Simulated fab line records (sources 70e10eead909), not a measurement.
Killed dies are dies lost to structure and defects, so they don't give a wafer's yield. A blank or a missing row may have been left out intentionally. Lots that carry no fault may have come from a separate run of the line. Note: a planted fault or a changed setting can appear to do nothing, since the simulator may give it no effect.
fab line records	flow nand_harc
record lots=14	wafers=42	last_day=24
route steps=1159 shown P_GATE@204 P_CONTACT@217 END@1159
lots with no fault: from the same line, run without faults
start_h: the number of hours between the record's first day and the start of the first shown wafer of the lot	wait_h: how many hours have passed since the lot's step before this one	" repeats the value in the row above	L1.1+2: a single row standing in for several wafers	- no value, or no start given	* or withheld: withheld	< > ~ a bound
route shown NAME@n: NAME is a module with steps in the file, n the number in the route of the first one	usual: the fault-free wafers' mean and standard deviation	same: alike in all rows	chamber/n: place in a boat	sites: each site's reading	_std_site: how widely they spread, as a standard deviation	_edge_site: mean of outer sites minus mean of inner sites	radius_mm: for every site, how far away it sits from the centre of the wafer	mask NAME#n: copy n	behind: the tool/chamber that last shaped the wafer	hold: cause of the lot's hold/its duration in hours/its outcome	device: which transistor (n, p or np) failed to switch	end of line: tests of these same wafers at the route's end	a step given without rows: its recipe and nothing more	killed: dies that structure and defects cost at the first sort, which is not the same as the wafer's yield	map: a wafer's dies, marking killed ones x, the rest . and places with no die _
set.NAME: the setting that was run; set.NAME@STEP: the one run at that earlier step	model.NAME: the simulator's own value behind a step, which no gauge read
steps of the route over a sample of lots; a table a step, a row a wafer
services: from which hour (start_h, from the record's first day; less than 0 if before it) a tool's chamber was out of use, for how many hours, and why
## steps
# step NHARC_P_GATE_STRIP_113
# recipe power_w=1500	temp_c=110	time_s=740	chemistry=N2/H2
# usual drypump_motor_current_A=5.8/0.44	heater_power_w=81/7.1
# same time_s=740
lot.wafer	tool	chamber	start_h	wait_h	drypump_motor_current_A	heater_power_w	rf_hours_counter_h
L740.1	plasma_asher-01	1	109.53	0.3	5.2	78	0
L740.4	"	1	"	"	5.2	78	-
L740.5	"	1	"	"	5.2	76	-
L741.2	plasma_asher-01	0	117.47	0.2	6.0	74	2
L741.4	"	0	"	"	6.0	73	-
L741.6	"	0	"	"	6.0	73	-
L742.2	plasma_asher-02	0	118.33	0.2	6.4	89	41
L742.1	"	1	"	"	5.9	89	41
L742.6	"	1	"	"	5.9	88	-
L744.1	plasma_asher-02	1	130.48	0.2	5.9	90	44
L744.2	"	0	"	"	6.4	92	44
L744.5	"	1	"	"	5.9	89	-
L743.3	plasma_asher-01	0	131.61	0.4	6.0	75	-
L743.4	"	1	"	"	5.2	78	-
L743.6	"	0	"	"	6.0	73	-
L745.4	plasma_asher-01	1	141.80	0.4	5.1	76	-
L745.3	"	0	"	"	6.0	75	-
L745.5	"	1	"	"	5.1	79	-
L746.4	plasma_asher-02	1	142.37	0.3	5.9	90	-
L746.6	"	1	"	"	5.9	89	-
L746.5	"	0	"	"	6.4	89	-
L749.1	plasma_asher-02	0	166.71	0.3	6.4	90	56
L749.4	"	0	"	"	6.4	90	-
L749.5	"	1	"	"	5.9	91	-
L753.2	plasma_asher-01	0	189.43	0.2	6.0	74	30
L753.4	"	1	"	"	5.2	78	-
L753.5	"	1	"	"	5.2	78	-
L754.1	plasma_asher-01	1	193.95	0.2	5.1	76	34
L754.4	"	1	"	"	5.2	81	-
L754.3	"	0	"	"	6.0	72	-
L755.1	plasma_asher-02	0	194.35	0.4	6.4	91	0
L755.3	"	0	"	"	6.4	91	-
L755.6	"	0	"	"	6.4	92	-
L757.4	plasma_asher-01	1	207.55	0.4	5.1	79	-
L757.3	"	0	"	"	6.0	75	-
L757.6	"	1	"	"	5.2	78	-
L758.1	plasma_asher-01	1	218.07	0.3	5.2	76	42
L758.3	"	1	"	"	5.2	79	-
L758.6	"	1	"	"	5.2	76	-
L762.1	plasma_asher-01	1	239.44	0.2	5.2	77	49
L762.4	"	0	"	"	6.0	72	-
L762.6	"	1	"	"	5.2	77	-
# step NHARC_P_CONTACT_DEP_30
# recipe target_thk_a=300	temp_c=400	target_thk_nm=30	flow_sccm=200	rf_w=450	material=SiNx
# usual heater_power_outer_w=384/51	heater_power_w=637/65
lot.wafer	tool	chamber	start_h	wait_h	heater_power_outer_w	heater_power_w
L740.1	pecvd-02	1	112.05	0.1	415	683
L740.4	"	0	"	"	384	614
L740.5	"	2	"	"	281	495
L741.2	pecvd-02	2	120.12	0.1	320	553
L741.4	"	1	"	"	430	708
L741.6	"	2	"	"	309	546
L742.1	pecvd-02	1	120.95	0.1	450	722
L742.2	"	0	"	"	486	715
L742.6	"	1	"	"	440	684
L744.2	pecvd-01	1	133.39	0.1	375	661
L744.1	"	2	"	"	344	605
L744.5	"	2	"	"	344	595
L743.3	pecvd-02	2	134.77	0.1	331	576
L743.4	"	0	"	"	488	731
L743.6	"	1	"	"	407	672
L745.3	pecvd-02	0	144.25	0.1	413	649
L745.5	"	2	"	"	321	578
L745.4	"	0	"	"	431	664
L746.5	pecvd-01	1	144.93	0.2	458	789
L746.4	"	2	"	"	344	593
L746.6	"	0	"	"	377	603
L749.1	pecvd-02	1	169.33	0.1	421	662
L749.5	"	1	"	"	416	645
L749.4	"	0	"	"	388	602
L753.2	pecvd-03	1	192.22	0.2	434	735
L753.4	"	2	"	"	343	579
L753.5	"	1	"	"	434	730
L754.1	pecvd-01	1	196.87	0.1	451	762
L754.3	"	2	"	"	356	598
L754.4	"	0	"	"	468	730
L755.3	pecvd-02	2	197.32	0.1	337	601
L755.1	"	1	"	"	402	645
L755.6	"	1	"	"	414	655
L757.3	pecvd-01	0	210.00	0.1	471	743
L757.6	"	1	"	"	420	702
L757.4	"	2	"	"	370	636
L758.3	pecvd-02	2	220.68	0.1	312	558
L758.1	"	1	"	"	431	678
L758.6	"	0	"	"	371	578
L762.1	pecvd-03	2	242.43	0.1	349	630
L762.4	"	2	"	"	355	608
L762.6	"	1	"	"	442	740
# step NHARC_P_CONTACT_EXPOSE_09
# recipe na=1.35	target_cd_nm=90	dose_mj=81.26	mask_id=P_CA
# usual exposure_dose_mJ_cm2=81.21/0.081	reticle_temp_C=23.00/0.1
lot.wafer	tool	chamber	start_h	wait_h	mask	exposure_dose_mJ_cm2	reticle_temp_C
L740.1	arfi_scanner-01	0	113.42	-	P_CA#0	81.31	22.90
L740.4	"	0	"	"	P_CA#0	81.35	22.94
L740.5	"	0	"	"	P_CA#0	81.27	22.88
L741.2	arfi_scanner-03	0	121.49	-	P_CA#0	81.21	23.05
L741.4	"	0	"	"	P_CA#0	81.24	22.96
L741.6	"	0	"	"	P_CA#0	81.16	22.93
L742.1	arfi_scanner-02	0	122.39	-	P_CA#0	81.26	23.04
L742.2	"	0	"	"	P_CA#0	81.21	23.03
L742.6	"	0	"	"	P_CA#0	81.21	22.86
L744.1	arfi_scanner-03	0	134.78	-	P_CA#0	81.19	22.97
L744.2	"	0	"	"	P_CA#0	81.23	22.88
L744.5	"	0	"	"	P_CA#0	81.22	23.06
L743.3	arfi_scanner-01	0	136.11	-	P_CA#0	81.22	23.16
L743.4	"	0	"	"	P_CA#0	81.36	23.11
L743.6	"	0	"	"	P_CA#0	81.30	23.06
L745.3	arfi_scanner-03	0	145.58	-	P_CA#0	81.31	23.00
L745.4	"	0	"	"	P_CA#0	81.32	22.95
L745.5	"	0	"	"	P_CA#0	81.34	22.93
L746.4	arfi_scanner-01	0	146.23	-	P_CA#0	81.28	22.98
L746.5	"	0	"	"	P_CA#0	81.32	22.77
L746.6	"	0	"	"	P_CA#0	81.22	23.02
L749.1	arfi_scanner-03	0	170.73	-	P_CA#0	81.27	23.24
L749.4	"	0	"	"	P_CA#0	81.20	22.95
L749.5	"	0	"	"	P_CA#0	81.29	23.09
L753.2	arfi_scanner-02	0	193.56	-	P_CA#0	81.14	23.04
L753.4	"	0	"	"	P_CA#0	81.13	22.94
L753.5	"	0	"	"	P_CA#0	81.14	23.02
L754.1	arfi_scanner-02	0	198.23	-	P_CA#0	82.83	23.04
L754.3	"	0	"	"	P_CA#0	82.76	22.99
L754.4	"	0	"	"	P_CA#0	82.91	23.03
L755.1	arfi_scanner-02	0	198.59	-	P_CA#0	82.61	23.06
L755.3	"	0	"	"	P_CA#0	82.54	22.93
L755.6	"	0	"	"	P_CA#0	82.56	23.14
L757.3	arfi_scanner-02	0	211.34	-	P_CA#0	82.32	23.04
L757.4	"	0	"	"	P_CA#0	82.17	23.03
L757.6	"	0	"	"	P_CA#0	82.15	23.15
L758.1	arfi_scanner-02	0	221.96	-	P_CA#0	82.02	23.05
L758.3	"	0	"	"	P_CA#0	82.08	22.95
L758.6	"	0	"	"	P_CA#0	82.09	23.08
L762.1	arfi_scanner-01	0	243.70	-	P_CA#0	81.27	22.78
L762.4	"	0	"	"	P_CA#0	81.26	22.86
L762.6	"	0	"	"	P_CA#0	81.20	22.88
# step NHARC_P_CONTACT_INSPECT_14
# usual raw_defect_count=4.0/2.4
lot.wafer	tool	chamber	start_h	wait_h	raw_defect_count
L740.1	defect_inspect-01	-	113.68	0.0	6
L740.4	"	-	"	"	4
L740.5	"	-	"	"	4
L741.2	defect_inspect-02	-	121.75	0.0	3
L741.4	"	-	"	"	3
L741.6	"	-	"	"	2
L742.1	defect_inspect-01	-	122.65	0.0	3
L742.2	"	-	"	"	2
L742.6	"	-	"	"	6
L744.1	defect_inspect-01	-	135.06	0.0	7
L744.2	"	-	"	"	9
L744.5	"	-	"	"	5
L743.3	defect_inspect-01	-	136.36	0.0	6
L743.4	"	-	"	"	5
L743.6	"	-	"	"	2
L745.3	defect_inspect-01	-	145.84	0.0	10
L745.4	"	-	"	"	8
L745.5	"	-	"	"	3
L746.4	defect_inspect-01	-	146.49	0.0	7
L746.5	"	-	"	"	6
L746.6	"	-	"	"	7
L749.1	defect_inspect-01	-	171.00	0.0	1
L749.4	"	-	"	"	2
L749.5	"	-	"	"	5
L753.2	defect_inspect-02	-	193.85	0.1	5
L753.4	"	-	"	"	3
L753.5	"	-	"	"	2
L754.1	defect_inspect-02	-	198.50	0.0	4
L754.3	"	-	"	"	7
L754.4	"	-	"	"	5
L755.1	defect_inspect-02	-	198.86	0.0	5
L755.3	"	-	"	"	7
L755.6	"	-	"	"	8
L757.3	defect_inspect-02	-	211.60	0.0	2
L757.4	"	-	"	"	1
L757.6	"	-	"	"	3
L758.1	defect_inspect-01	-	222.23	0.0	8
L758.3	"	-	"	"	4
L758.6	"	-	"	"	4
L762.1	defect_inspect-02	-	243.96	0.0	2
L762.4	"	-	"	"	1
L762.6	"	-	"	"	3
# step NHARC_END_SORT_01
# recipe temp_c=25
# usual killed_at_array=27/11	killed_at_other=0.7/1.1	killed_at_periphery=3.4/2.1	killed_dies=31/12	killed_open=3.6/2	killed_short=2.0/1.3
# same gross_dies=677
lot.wafer	tool	chamber	start_h	wait_h	killed_at_array	killed_at_other	killed_at_periphery	killed_dies	killed_open	killed_short
L745.3	prober-01	0	471.95	3.1	34	1	6	41	4	1
L745.4	prober-01	0	472.76	3.4	35	2	4	41	3	1
L745.5	prober-01	0	473.57	3.7	34	1	2	37	2	2
L754.1	prober-01	0	532.62	2.5	22	0	5	27	3	2
L754.3	prober-01	0	534.22	3.1	23	1	4	28	5	1
L754.4	prober-01	0	535.02	3.4	23	2	5	30	0	3
L757.3	prober-02	0	534.21	3.1	17	0	3	20	1	4
L757.4	prober-02	0	535.00	3.4	29	0	1	30	4	3
L757.6	prober-02	0	536.59	4.0	24	0	0	24	1	2
L755.1	prober-02	0	540.38	2.5	37	1	7	45	7	4
L755.3	prober-02	0	541.98	3.1	45	0	6	51	2	2
L755.6	prober-02	0	544.37	4.0	31	0	2	33	3	2
L758.1	prober-02	0	548.16	2.5	24	0	9	33	3	1
L758.3	prober-02	0	549.77	3.1	37	0	6	43	2	6
L758.6	prober-02	0	552.20	4.0	22	1	8	31	5	2
# killed by level:class
L745.3 A_CHANNEL_HOLE_D1:chamber_film_flake=17 P_ZERO_WELL:chamber_film_flake=5 A_SLIT:chamber_film_flake=4 A_ZERO_WELL:chamber_film_flake=3 A_BONDPAD:chamber_film_flake=3 A_CONTACT:geometric_particle:open=2 P_CONTACT:geometric_particle:open=1 A_ONON_D1:geometric_particle:short=1
L745.4 A_CHANNEL_HOLE_D1:chamber_film_flake=11 A_SLIT:chamber_film_flake=8 A_ZERO_WELL:chamber_film_flake=4 A_ONON_D1:geometric_particle:open=3 A_STAIRCASE:chamber_film_flake=3 P_ZERO_WELL:chamber_film_flake=3 A_CONTACT:chamber_film_flake=3 A_WL_FILL:chamber_film_flake=2
L745.5 A_CHANNEL_HOLE_D1:chamber_film_flake=18 A_SLIT:chamber_film_flake=4 A_STAIRCASE:chamber_film_flake=2 A_WL_FILL:chamber_film_flake=2 A_BONDPAD:chamber_film_flake=2 A_CHANNEL_HOLE_D1:geometric_particle:short=1 A_SGD_CUT:geometric_particle:open=1 A_CONTACT:geometric_particle:short=1
L754.1 A_SLIT:chamber_film_flake=12 A_CHANNEL_HOLE_D1:chamber_film_flake=2 A_STAIRCASE:chamber_film_flake=2 A_CONTACT:chamber_film_flake=2 P_M0:geometric_particle:open=1 A_ONON_D1:geometric_particle:short=1 A_CHANNEL_FILL_D1:geometric_particle:short=1 A_M0:geometric_particle:open=1
L757.3 A_SLIT:chamber_film_flake=5 A_CHANNEL_HOLE_D1:chamber_film_flake=4 A_CONTACT:chamber_film_flake=4 P_M1:geometric_particle:short=1 A_ONON_D1:geometric_particle:short=1 A_WL_FILL:geometric_particle:short=1 A_WL_FILL:geometric_particle:open=1 A_M0:geometric_particle:short=1
L754.3 A_SLIT:chamber_film_flake=8 A_CHANNEL_HOLE_D1:chamber_film_flake=5 P_STI:chamber_film_flake=3 A_CONTACT:chamber_film_flake=3 A_STAIRCASE:chamber_film_flake=2 A_ONON_D1:geometric_particle:open=1 A_STAIRCASE:geometric_particle:open=1 A_SLIT:geometric_particle:open=1
L757.4 A_SLIT:chamber_film_flake=18 A_WL_FILL:chamber_film_flake=3 P_M0:geometric_particle:open=1 A_ONON_D1:geometric_particle:short=1 A_ONON_D1:geometric_particle:open=1 A_SGD_CUT:geometric_particle:short=1 A_WL_FILL:geometric_particle:short=1 A_WL_FILL:geometric_particle:open=1
L754.4 A_SLIT:chamber_film_flake=15 A_CHANNEL_HOLE_D1:chamber_film_flake=5 P_STI:chamber_film_flake=3 THIN_TSV:chamber_film_flake=2 P_GATE:geometric_particle:short=1 A_SOURCE_PLATE:geometric_particle:short=1 A_SGD_CUT:geometric_particle:short=1 P_M0:chamber_film_flake=1
L757.6 A_SLIT:chamber_film_flake=12 A_CHANNEL_HOLE_D1:chamber_film_flake=6 A_CONTACT:chamber_film_flake=2 A_ONON_D1:geometric_particle:short=1 A_CONTACT:geometric_particle:open=1 A_M0:geometric_particle:short=1 A_STAIRCASE:chamber_film_flake=1
L755.1 A_CHANNEL_HOLE_D1:chamber_film_flake=23 P_ZERO_WELL:chamber_film_flake=5 A_CONTACT:chamber_film_flake=4 A_CONTACT:geometric_particle:open=3 P_CONTACT:geometric_particle:open=2 A_CONTACT:geometric_particle:short=2 A_CHANNEL_FILL_D1:geometric_particle:short=1 A_SGD_CUT:geometric_particle:open=1
L755.3 A_CHANNEL_HOLE_D1:chamber_film_flake=32 A_CONTACT:chamber_film_flake=8 P_ZERO_WELL:chamber_film_flake=5 A_CHANNEL_FILL_D1:geometric_particle:short=1 A_SGD_CUT:geometric_particle:open=1 A_SGD_CUT:geometric_particle:short=1 A_CONTACT:geometric_particle:open=1 P_GATE:chamber_film_flake=1
L755.6 A_CHANNEL_HOLE_D1:chamber_film_flake=24 A_M0:geometric_particle:open=2 P_ZERO_WELL:chamber_film_flake=2 A_CHANNEL_FILL_D1:geometric_particle:open=1 A_STAIRCASE:geometric_particle:short=1 A_M0:geometric_particle:short=1 A_CONTACT:chamber_film_flake=1 A_M1:chamber_film_flake=1
L758.1 A_CHANNEL_HOLE_D1:chamber_film_flake=20 P_BONDPAD:chamber_film_flake=4 P_GATE:chamber_film_flake=2 P_M1:chamber_film_flake=2 P_STI:geometric_particle:open=1 A_CHANNEL_FILL_D1:geometric_particle:open=1 A_CHANNEL_FILL_D1:geometric_particle:short=1 A_M0:geometric_particle:open=1
L758.3 A_CHANNEL_HOLE_D1:chamber_film_flake=26 P_BONDPAD:chamber_film_flake=5 A_CONTACT:geometric_particle:short=2 A_CONTACT:chamber_film_flake=2 A_SOURCE_PLATE:geometric_particle:short=1 A_CHANNEL_HOLE_D1:geometric_particle:short=1 A_STAIRCASE:geometric_particle:open=1 A_WL_FILL:geometric_particle:short=1
L758.6 A_CHANNEL_HOLE_D1:chamber_film_flake=17 P_GATE:chamber_film_flake=3 P_BONDPAD:chamber_film_flake=2 P_M0:geometric_particle:open=1 P_M1:geometric_particle:open=1 A_ONON_D1:geometric_particle:short=1 A_SLIT:geometric_particle:open=1 A_WL_FILL:geometric_particle:short=1
## services
tool	chamber	start_h	hours	kind
pecvd-02	2	97.30	4.5	repair
plasma_asher-01	-	99.32	9.0	pm
plasma_asher-01	0	99.32	9.0	vent_cycle
plasma_asher-01	1	99.32	9.0	vent_cycle
arfi_scanner-02	-	105.30	0.2	repair
plasma_asher-01	0	108.32	-	clean
plasma_asher-01	1	108.32	-	clean
pecvd-03	-	111.13	13.0	pm
arfi_scanner-01	-	126.82	2.0	repair
arfi_scanner-03	-	140.00	4.0	pm
pecvd-02	-	153.15	13.0	pm
pecvd-02	0	153.15	13.0	vent_cycle
pecvd-02	1	153.15	13.0	vent_cycle
pecvd-02	2	153.15	13.0	vent_cycle
pecvd-03	-	156.91	0.2	repair
pecvd-02	0	166.15	-	clean
pecvd-02	1	166.15	-	clean
plasma_asher-02	-	181.05	4.3	repair
plasma_asher-02	-	185.35	9.0	pm
arfi_scanner-01	-	196.00	4.0	pm
pecvd-01	0	197.05	7.9	repair
pecvd-01	-	237.19	13.0	pm
arfi_scanner-03	-	238.70	1.7	repair
arfi_scanner-02	-	240.16	1.7	repair
## key
first_sign step=NHARC_P_CONTACT_EXPOSE_09	reading=exposure_dose_mJ_cm2	direction=up	sigmas=15	usual=81.21	struck=82.42
effect none on later readings
met_at NHARC_P_CONTACT_EXPOSE_09
struck_lots L754,L755,L757,L758
tester_left_out L754,L755,L757,L758
loop_trim step=NHARC_P_CONTACT_EXPOSE_09	setting=dose	lots=L755,L757,L758
not_acting_at NHARC_P_GATE_STRIP_113,NHARC_P_CONTACT_DEP_30,NHARC_P_CONTACT_INSPECT_14
onset_between 193.56 198.23
fault kind=process_parameter_drift	tool=arfi_scanner-02	chamber=-	onset_h=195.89	steps=NHARC_P_CONTACT_EXPOSE_09	channel=dose_mj	offset=1.7321	shape=step	acts_in=these_recipes_only	stated=81.26
# tester_left_out: of these lots the tester's yield and bins aren't shown, on N5 and GAA mostly nor the transistor test; their killed dies are dies lost to structure and defects alone, not to doping, threshold or leakage, so they don't give the yield
# loop_trim: a control loop set the setting to another value than it would have without faults
